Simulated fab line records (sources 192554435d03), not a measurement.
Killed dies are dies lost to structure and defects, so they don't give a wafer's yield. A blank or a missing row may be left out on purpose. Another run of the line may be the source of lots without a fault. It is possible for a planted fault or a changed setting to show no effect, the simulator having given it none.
What tool caused it? | flow n5_finfet | 72 wafers from 24 lots sampled at 5 of the route's 1938 steps

WHAT THE GAUGES READ, wafer by wafer
N5_BEOL_M13_INSPECT_55: inspects for defects (darkfield). Usual: raw_defect_count at 65, with a standard deviation of 21.
lot  | measured     | on                | raw_defect_count | flag
L076 | day 11 09:29 | defect_inspect-02 | 51 41 53         |
L074 | day 11 12:10 | defect_inspect-02 | 104 95 51        |
L075 | day 11 17:04 | defect_inspect-02 | 67 71 53         |
L077 | day 12 05:23 | defect_inspect-01 | 70 66 46         |
L078 | day 12 08:34 | defect_inspect-01 | 86 83 97         |
L079 | day 12 15:40 | defect_inspect-02 | 50 92 49         |
L080 | day 12 19:24 | defect_inspect-01 | 69 44 78         |
L081 | day 13 05:55 | defect_inspect-02 | 59 44 37         |
L083 | day 13 10:42 | defect_inspect-02 | 76 72 49         |
L082 | day 13 11:57 | defect_inspect-02 | 72 72 62         |
L084 | day 13 17:28 | defect_inspect-01 | 37 86 43         |
L085 | day 14 18:55 | defect_inspect-01 | 40 66 73         |
L086 | day 14 19:38 | defect_inspect-02 | 73 54 93         |
L088 | day 14 19:44 | defect_inspect-01 | 61 52 53         |
L091 | day 14 20:17 | defect_inspect-01 | 78 79 27         |
L087 | day 14 22:28 | defect_inspect-01 | 54 66 70         |
L090 | day 15 05:07 | defect_inspect-02 | 105 77 90        |
L089 | day 15 08:01 | defect_inspect-01 | 82 60 55         |
L094 | day 16 04:31 | defect_inspect-01 | 57 26 58         |
L092 | day 16 06:12 | defect_inspect-02 | 151 60 65        |
L093 | day 16 09:25 | defect_inspect-02 | 107 69 97        |
L095 | day 16 09:22 | defect_inspect-01 | 60 38 92         |
L097 | day 16 23:11 | defect_inspect-01 | 47 57 46         |
L096 | day 16 22:14 | defect_inspect-01 | 33 55 40         |

WHICH TOOL RAN EACH LOT (tool, then ch and the chambers of the sampled wafers, then the start)
lot  | N5_BEOL_M12_ETCH_38                | N5_BEOL_M12_DEP_53              | N5_BEOL_M13_DESCUM_15              | N5_BEOL_M13_SPUTTER_45
L076 | rie_diel-02 ch 1,3, day 11 02:50   | pecvd-03 ch 0,2, day 11 04:53   | rie_diel-01 ch 1,2, day 11 05:40   | pvd_sputter-02, day 11 08:26
L074 | rie_diel-06 ch 0,2, day 11 05:40   | pecvd-03 ch 0,1, day 11 07:26   | rie_diel-04 ch 1,2,3, day 11 08:17 | pvd_sputter-02, day 11 10:55
L075 | rie_diel-02 ch 0,3, day 11 10:39   | pecvd-04 ch 0,1, day 11 12:14   | rie_diel-01 ch 1,3, day 11 12:55   | pvd_sputter-03, day 11 15:31
L077 | rie_diel-06 ch 0,1,2, day 11 19:49 | pecvd-01 ch 0,1,2, day 11 21:18 | rie_diel-04 ch 0,1,3, day 11 21:58 | pvd_sputter-03, day 12 04:22
L078 | rie_diel-02 ch 0,3, day 12 01:01   | pecvd-03 ch 0,1,2, day 12 02:34 | rie_diel-01 ch 1,2,3, day 12 03:16 | pvd_sputter-02, day 12 07:32
L079 | rie_diel-02 ch 0,3, day 12 07:42   | pecvd-03 ch 0,1, day 12 11:16   | rie_diel-01 ch 0,1, day 12 12:18   | pvd_sputter-03, day 12 14:29
L080 | rie_diel-03 ch 1,3, day 12 11:29   | pecvd-01 ch 0,1, day 12 12:59   | rie_diel-01 ch 0,2, day 12 14:09   | pvd_sputter-01, day 12 18:22
L081 | rie_diel-03 ch 0,1, day 12 20:22   | pecvd-01 ch 0,2, day 12 22:25   | rie_diel-01 ch 1,2,3, day 12 23:29 | pvd_sputter-03, day 13 04:53
L083 | rie_diel-03 ch 1,3, day 13 04:39   | pecvd-03 ch 1,2, day 13 06:35   | rie_diel-01 ch 0,2, day 13 07:15   | pvd_sputter-01, day 13 09:41
L082 | rie_diel-06 ch 1,3, day 13 05:11   | pecvd-04 ch 0,1, day 13 06:51   | rie_diel-04 ch 0,1, day 13 07:38   | pvd_sputter-01, day 13 10:54
L084 | rie_diel-03 ch 2,3, day 13 10:21   | pecvd-03 ch 1,2, day 13 12:01   | rie_diel-01 ch 0,1,2, day 13 12:52 | pvd_sputter-03, day 13 16:26
L085 | rie_diel-02 ch 0,2,3, day 14 09:19 | pecvd-01 ch 0,1,2, day 14 11:02 | rie_diel-05 ch 0,1,2, day 14 11:46 | pvd_sputter-01, day 14 17:39
L086 | rie_diel-02 ch 0,2,3, day 14 09:25 | pecvd-01 ch 0,1,2, day 14 11:29 | rie_diel-05 ch 0,1,2, day 14 12:09 | pvd_sputter-02, day 14 18:02
L088 | rie_diel-02 ch 0,2,3, day 14 09:32 | pecvd-03 ch 1,2, day 14 11:55   | rie_diel-01 ch 0,1,2, day 14 12:43 | pvd_sputter-01, day 14 18:03
L091 | rie_diel-06 ch 0,3, day 14 12:58   | pecvd-04 ch 0,1,2, day 14 14:24 | rie_diel-05 ch 0,1,2, day 14 15:04 | pvd_sputter-01, day 14 18:29
L087 | rie_diel-03 ch 0,2,3, day 14 17:10 | pecvd-03 ch 1,2, day 14 18:34   | rie_diel-04 ch 1,2, day 14 19:14   | pvd_sputter-01, day 14 21:27
L090 | rie_diel-02 ch 0,1, day 14 21:40   | pecvd-03 ch 0,1,2, day 14 23:28 | rie_diel-04 ch 1,2,3, day 15 00:16 | pvd_sputter-01, day 15 04:05
L089 | rie_diel-03 ch 0,2, day 14 23:02   | pecvd-04 ch 1,2, day 15 01:16   | rie_diel-05 ch 0,3, day 15 02:33   | pvd_sputter-02, day 15 06:51
L094 | rie_diel-02 ch 0,1,3, day 15 21:12 | pecvd-03 ch 1,2, day 15 22:50   | rie_diel-01 ch 0,1,2, day 15 23:30 | pvd_sputter-01, day 16 03:28
L092 | rie_diel-03 ch 0,1,3, day 16 00:10 | pecvd-01 ch 0,1,2, day 16 01:46 | rie_diel-05 ch 1,2,3, day 16 02:34 | pvd_sputter-03, day 16 04:55
L093 | rie_diel-03 ch 2,3, day 16 00:50   | pecvd-03 ch 0,1, day 16 02:17   | rie_diel-01 ch 0,2,3, day 16 03:05 | pvd_sputter-02, day 16 08:24
L095 | rie_diel-02 ch 0,3, day 16 01:04   | pecvd-03 ch 1,2, day 16 02:41   | rie_diel-01 ch 0,1, day 16 03:23   | pvd_sputter-03, day 16 08:20
L097 | rie_diel-06 ch 2,3, day 16 13:25   | pecvd-01 ch 1,2, day 16 14:55   | rie_diel-04 ch 0,1, day 16 15:58   | pvd_sputter-03, day 16 22:10
L096 | rie_diel-02 ch 0,1,3, day 16 14:28 | pecvd-01 ch 0,1,2, day 16 16:34 | rie_diel-01 ch 0,2,3, day 16 17:25 | pvd_sputter-03, day 16 21:04
- N5_BEOL_M12_ETCH_38: etches SiCN in CF4/N2, target depth 68.7 nm, time 73.4 s.
- N5_BEOL_M12_DEP_53: deposits SiCN from 3MS/NH3, target thk 30 nm, time 10.5 s.
- N5_BEOL_M13_DESCUM_15: chemistry O2, time 7.9 s.
- N5_BEOL_M13_SPUTTER_45: material Cu, target thk 80 nm, time 13.33 s.

WHAT THE TOOLS THEMSELVES READ (means of the sampled wafers that have a number; where no wafer has one, the mark that the record gives instead)
N5_BEOL_M12_ETCH_38. Usual: drypump_motor_current_A 5.65 A, standard deviation 0.28; oes_product_au 0.81 a.u., standard deviation 0.11; rf_vpp_V 382.1 V, standard deviation 1.8; showerhead_plenum_p_Torr 2.20 Torr, standard deviation 0.069; throttle_valve_pct 15.44 %, standard deviation 0.29.
lot  | tool        | drypump_motor_current_A (A) | oes_product_au (a.u.) | rf_vpp_V (V) | showerhead_plenum_p_Torr (Torr) | throttle_valve_pct (%) | flag
L076 | rie_diel-02 | 5.67                        | 0.71                  | 382.2        | 2.20                            | 15.90                  |
L074 | rie_diel-06 | 5.94                        | 0.79                  | 384.0        | 2.30                            | 15.50                  |
L075 | rie_diel-02 | 5.57                        | 0.70                  | 382.5        | 2.17                            | 15.83                  |
L077 | rie_diel-06 | 5.83                        | 0.78                  | 383.8        | 2.27                            | 15.59                  |
L078 | rie_diel-02 | 5.55                        | 0.69                  | 381.4        | 2.17                            | 15.84                  |
L079 | rie_diel-02 | 5.57                        | 0.68                  | 382.3        | 2.18                            | 15.68                  |
L080 | rie_diel-03 | 5.50                        | 0.74                  | 383.7        | 2.28                            | 15.49                  |
L081 | rie_diel-03 | 5.45                        | 0.72                  | 381.2        | 2.16                            | 15.57                  |
L083 | rie_diel-03 | 5.49                        | 0.73                  | 384.8        | 2.28                            | 15.50                  |
L082 | rie_diel-06 | 5.26                        | 0.70                  | 379.9        | 2.12                            | 15.49                  |
L084 | rie_diel-03 | 5.99                        | 0.85                  | 382.9        | 2.27                            | 15.23                  |
L085 | rie_diel-02 | 5.52                        | 0.86                  | 381.7        | 2.17                            | 15.40                  |
L086 | rie_diel-02 | 5.50                        | 0.87                  | 380.8        | 2.17                            | 15.40                  |
L088 | rie_diel-02 | 5.52                        | 0.87                  | 382.1        | 2.17                            | 15.41                  |
L091 | rie_diel-06 | 5.41                        | 0.71                  | 380.3        | 2.15                            | 15.45                  |
L087 | rie_diel-03 | 5.86                        | 0.81                  | 381.8        | 2.19                            | 15.32                  |
L090 | rie_diel-02 | 5.77                        | 1.00                  | 382.4        | 2.23                            | 15.22                  |
L089 | rie_diel-03 | 5.72                        | 0.78                  | 380.5        | 2.12                            | 15.42                  |
L094 | rie_diel-02 | 5.70                        | 0.95                  | 382.0        | 2.19                            | 15.32                  |
L092 | rie_diel-03 | 5.58                        | 0.83                  | 382.0        | 2.22                            | 15.37                  |
L093 | rie_diel-03 | 5.98                        | 0.81                  | 383.9        | 2.26                            | 15.28                  |
L095 | rie_diel-02 | 5.63                        | 0.92                  | 381.4        | 2.17                            | 15.27                  |
L097 | rie_diel-06 | 5.92                        | 0.80                  | 383.4        | 2.25                            | 15.37                  |
L096 | rie_diel-02 | 5.66                        | 0.92                  | 381.9        | 2.19                            | 15.34                  |

N5_BEOL_M12_DEP_53. Usual: showerhead_plenum_p_Torr 4.160 Torr, standard deviation 0.017; throttle_valve_pct 18.4 %, standard deviation 0.75.
lot  | tool     | showerhead_plenum_p_Torr (Torr) | throttle_valve_pct (%) | flag
L076 | pecvd-03 | 4.169                           | 18.9                   |
L074 | pecvd-03 | 4.160                           | 19.3                   |
L075 | pecvd-04 | 4.173                           | 18.1                   |
L077 | pecvd-01 | 4.153                           | 18.4                   |
L078 | pecvd-03 | 4.161                           | 18.6                   |
L079 | pecvd-03 | 4.167                           | 18.8                   |
L080 | pecvd-01 | 4.151                           | 18.0                   |
L081 | pecvd-01 | 4.149                           | 18.7                   |
L083 | pecvd-03 | 4.164                           | 18.2                   |
L082 | pecvd-04 | 4.181                           | 18.1                   |
L084 | pecvd-03 | 4.159                           | 17.9                   |
L085 | pecvd-01 | 4.159                           | 18.3                   |
L086 | pecvd-01 | 4.160                           | 18.3                   |
L088 | pecvd-03 | 4.164                           | 17.9                   |
L091 | pecvd-04 | 4.149                           | 18.5                   |
L087 | pecvd-03 | 4.163                           | 18.0                   |
L090 | pecvd-03 | 4.165                           | 18.6                   |
L089 | pecvd-04 | 4.174                           | 18.4                   |
L094 | pecvd-03 | 4.162                           | 18.4                   |
L092 | pecvd-01 | 4.159                           | 18.4                   |
L093 | pecvd-03 | 4.167                           | 19.1                   |
L095 | pecvd-03 | 4.163                           | 18.3                   |
L097 | pecvd-01 | 4.157                           | 17.7                   |
L096 | pecvd-01 | 4.157                           | 18.3                   |

N5_BEOL_M13_DESCUM_15. Usual: drypump_motor_current_A 5.8 A, standard deviation 0.43; oes_product_au 0.78 a.u., standard deviation 0.065; rf_vpp_V 243.1 V, standard deviation 1.5; showerhead_plenum_p_Torr 2.10 Torr, standard deviation 0.072; throttle_valve_pct 20.40 %, standard deviation 0.21.
lot  | tool        | drypump_motor_current_A (A) | oes_product_au (a.u.) | rf_vpp_V (V) | showerhead_plenum_p_Torr (Torr) | throttle_valve_pct (%) | flag
L076 | rie_diel-01 | 5.9                         | 0.81                  | 241.0        | 2.02                            | 20.27                  |
L074 | rie_diel-04 | 5.7                         | 0.88                  | 244.7        | 2.23                            | 20.32                  |
L075 | rie_diel-01 | 6.2                         | 0.79                  | 243.4        | 2.04                            | 20.16                  |
L077 | rie_diel-04 | 5.5                         | 0.82                  | 244.1        | 2.18                            | 20.42                  |
L078 | rie_diel-01 | 5.8                         | 0.78                  | 242.0        | 2.04                            | 20.36                  |
L079 | rie_diel-01 | 6.2                         | 0.74                  | 243.7        | 2.11                            | 20.35                  |
L080 | rie_diel-01 | 5.8                         | 0.73                  | 243.1        | 2.12                            | 20.53                  |
L081 | rie_diel-01 | 5.8                         | 0.77                  | 242.5        | 2.04                            | 20.38                  |
L083 | rie_diel-01 | 5.4                         | 0.74                  | 243.1        | 2.07                            | 20.60                  |
L082 | rie_diel-04 | 5.3                         | 0.76                  | 244.2        | 2.12                            | 20.42                  |
L084 | rie_diel-01 | 5.9                         | 0.75                  | 242.1        | 2.06                            | 20.42                  |
L085 | rie_diel-05 | 5.8                         | 0.78                  | 242.7        | 2.08                            | 20.61                  |
L086 | rie_diel-05 | 5.8                         | 0.78                  | 242.6        | 2.08                            | 20.60                  |
L088 | rie_diel-01 | 5.9                         | 0.75                  | 241.7        | 2.06                            | 20.42                  |
L091 | rie_diel-05 | 5.8                         | 0.78                  | 241.9        | 2.08                            | 20.61                  |
L087 | rie_diel-04 | 5.8                         | 0.82                  | 244.9        | 2.20                            | 20.39                  |
L090 | rie_diel-04 | 5.7                         | 0.83                  | 245.2        | 2.22                            | 20.35                  |
L089 | rie_diel-05 | 6.1                         | 0.93                  | 243.9        | 2.13                            | 20.16                  |
L094 | rie_diel-01 | 5.9                         | 0.74                  | 242.3        | 2.06                            | 20.44                  |
L092 | rie_diel-05 | 5.9                         | 0.80                  | 242.7        | 2.07                            | 20.45                  |
L093 | rie_diel-01 | 5.7                         | 0.72                  | 243.1        | 2.08                            | 20.52                  |
L095 | rie_diel-01 | 6.2                         | 0.72                  | 243.5        | 2.10                            | 20.39                  |
L097 | rie_diel-04 | 5.6                         | 0.77                  | 244.6        | 2.15                            | 20.52                  |
L096 | rie_diel-01 | 5.8                         | 0.72                  | 243.6        | 2.08                            | 20.53                  |

N5_BEOL_M13_SPUTTER_45. Usual: chuck_gas_flow_sccm 1.27 sccm, standard deviation 0.053; throttle_valve_pct 30.1 %, standard deviation 0.64.
lot  | tool           | chuck_gas_flow_sccm (sccm) | throttle_valve_pct (%) | flag
L076 | pvd_sputter-02 | 1.25                       | 29.7                   |
L074 | pvd_sputter-02 | 1.21                       | 30.3                   |
L075 | pvd_sputter-03 | 1.26                       | 29.8                   |
L077 | pvd_sputter-03 | 1.29                       | 30.5                   |
L078 | pvd_sputter-02 | 1.30                       | 30.4                   |
L079 | pvd_sputter-03 | 1.23                       | 30.5                   |
L080 | pvd_sputter-01 | 1.27                       | 30.2                   |
L081 | pvd_sputter-03 | 1.23                       | 30.4                   |
L083 | pvd_sputter-01 | 1.29                       | 30.1                   |
L082 | pvd_sputter-01 | 1.29                       | 30.1                   |
L084 | pvd_sputter-03 | 1.37                       | 30.4                   |
L085 | pvd_sputter-01 | 1.31                       | 29.8                   |
L086 | pvd_sputter-02 | 1.24                       | 29.7                   |
L088 | pvd_sputter-01 | 1.29                       | 30.1                   |
L091 | pvd_sputter-01 | 1.28                       | 30.2                   |
L087 | pvd_sputter-01 | 1.27                       | 30.2                   |
L090 | pvd_sputter-01 | 1.29                       | 30.2                   |
L089 | pvd_sputter-02 | 1.29                       | 29.5                   |
L094 | pvd_sputter-01 | 1.30                       | 30.0                   |
L092 | pvd_sputter-03 | 1.24                       | 30.7                   |
L093 | pvd_sputter-02 | 1.25                       | 30.1                   |
L095 | pvd_sputter-03 | 1.25                       | 30.6                   |
L097 | pvd_sputter-03 | 1.29                       | 30.3                   |
L096 | pvd_sputter-03 | 1.28                       | 29.0                   |

THE ANSWER, worked out from the rows above alone
Rule: lot off if the mean of its wafers having a number is beyond 3 standard deviations from the usual mean. A lot without any number at a reading at which 4 lots or more have one is off too. All remaining lots with rows at the step are treated as sound. Order of review: gauges by route order, followed by the tools' own readings, for which a lot's mean as printed above is used. The first step at which some lot is off is used, and at that step the reading that is off furthest; a lot without a number counts as furthest.
Across all readings shown, no lot is off: no conclusion can be drawn from this.

WHAT HAD BEEN PUT IN BY THE SIMULATOR
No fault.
